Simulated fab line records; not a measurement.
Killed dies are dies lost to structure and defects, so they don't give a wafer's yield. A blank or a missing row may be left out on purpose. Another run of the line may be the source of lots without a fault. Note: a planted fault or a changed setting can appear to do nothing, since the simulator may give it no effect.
The tool behind it: which one? / flow nand harc / 7 lots, 21 wafers sampled, at 5 steps of a route of 1302

== WHAT THE GAUGES SHOWED, per wafer ==
NHARC_END_SORT_01.
lot=L951; measured=day 30 05:30; on=prober-01; killed at array=676 673 673
lot=L953; measured=day 30 22:38; on=prober-02; killed at array=675 672 671

== WHAT TOOL EACH LOT RAN ON (gives the tool, then ch and the chambers of the sampled wafers, and finally the start) ==
lot=L938; NHARC_A_CONTACT_DEP_29=pecvd-04 ch 0,1,2, day 22 01:17; NHARC_THIN_TSV_PRE_CLEAN_50=pvd sputter-03, day 24 14:23 or earlier; NHARC_THIN_TSV_ANNEAL_52=rtp anneal-01 ch 0, day 24 14:23; NHARC_THIN_TSV_CMP_21=cmp-01 ch 0,1,3, day 24 14:39
lot=L937; NHARC_A_CONTACT_DEP_29=pecvd-03 ch 0,1,2, day 22 10:45; NHARC_THIN_TSV_PRE_CLEAN_50=pvd sputter-01, day 25 03:11 or earlier; NHARC_THIN_TSV_ANNEAL_52=rtp anneal-02 ch 0, day 25 03:11; NHARC_THIN_TSV_CMP_21=cmp-03 ch 2,3, day 25 03:32
lot=L943; NHARC_A_CONTACT_DEP_29=pecvd-03 ch 0,1,2, day 23 05:00; NHARC_THIN_TSV_PRE_CLEAN_50=pvd sputter-02, day 25 18:07 or earlier; NHARC_THIN_TSV_ANNEAL_52=rtp anneal-02 ch 0, day 25 18:07; NHARC_THIN_TSV_CMP_21=cmp-02 ch 0,3, day 25 18:30
lot=L951; NHARC_A_CONTACT_DEP_29=pecvd-03 ch 0,1, day 27 08:18; NHARC_THIN_TSV_PRE_CLEAN_50=-; NHARC_THIN_TSV_ANNEAL_52=-; NHARC_THIN_TSV_CMP_21=-
lot=L953; NHARC_A_CONTACT_DEP_29=pecvd-03 ch 0,1, day 27 21:40; NHARC_THIN_TSV_PRE_CLEAN_50=-; NHARC_THIN_TSV_ANNEAL_52=-; NHARC_THIN_TSV_CMP_21=-
lot=L957; NHARC_A_CONTACT_DEP_29=pecvd-04 ch 1,2, day 29 22:16; NHARC_THIN_TSV_PRE_CLEAN_50=pvd sputter-01, day 32 10:44 or earlier; NHARC_THIN_TSV_ANNEAL_52=rtp anneal-01 ch 0, day 32 10:44; NHARC_THIN_TSV_CMP_21=cmp-02 ch 0,2,3, day 32 11:04
lot=L960; NHARC_A_CONTACT_DEP_29=pecvd-03 ch 1,2, day 30 22:06; NHARC_THIN_TSV_PRE_CLEAN_50=pvd sputter-03, day 33 08:17 or earlier; NHARC_THIN_TSV_ANNEAL_52=rtp anneal-01 ch 0, day 33 08:17; NHARC_THIN_TSV_CMP_21=cmp-02 ch 0,1,3, day 33 08:34
- NHARC_A_CONTACT_DEP_29: deposits SiON, target thk 100 nm.
- NHARC_THIN_TSV_PRE_CLEAN_50: time 30 s.
- NHARC_THIN_TSV_ANNEAL_52: time 90 s.
- NHARC_THIN_TSV_CMP_21: polishes, t overpolish 30 s, target thk 2000 nm.

== THE ANSWER, worked out from the rows above alone ==
Rule: usual is defined by the lots themselves. Put in order of their means at a reading, lots are off if they are a third of the lots or fewer, leave a main group of 4 or more, and stand apart from it by a gap of 3 or more times the standard deviation of the main group's means; of several such gaps the widest counts. If all means in a main group match to the digits the tables above print for the reading, that group is not used. A lot without any number at a reading at which 4 lots or more have one is off too. The other lots that the step has rows for count as sound.
Nothing can be told from this: no lot is off at any reading shown.

== WHAT THE SIMULATOR HAD INSERTED ==
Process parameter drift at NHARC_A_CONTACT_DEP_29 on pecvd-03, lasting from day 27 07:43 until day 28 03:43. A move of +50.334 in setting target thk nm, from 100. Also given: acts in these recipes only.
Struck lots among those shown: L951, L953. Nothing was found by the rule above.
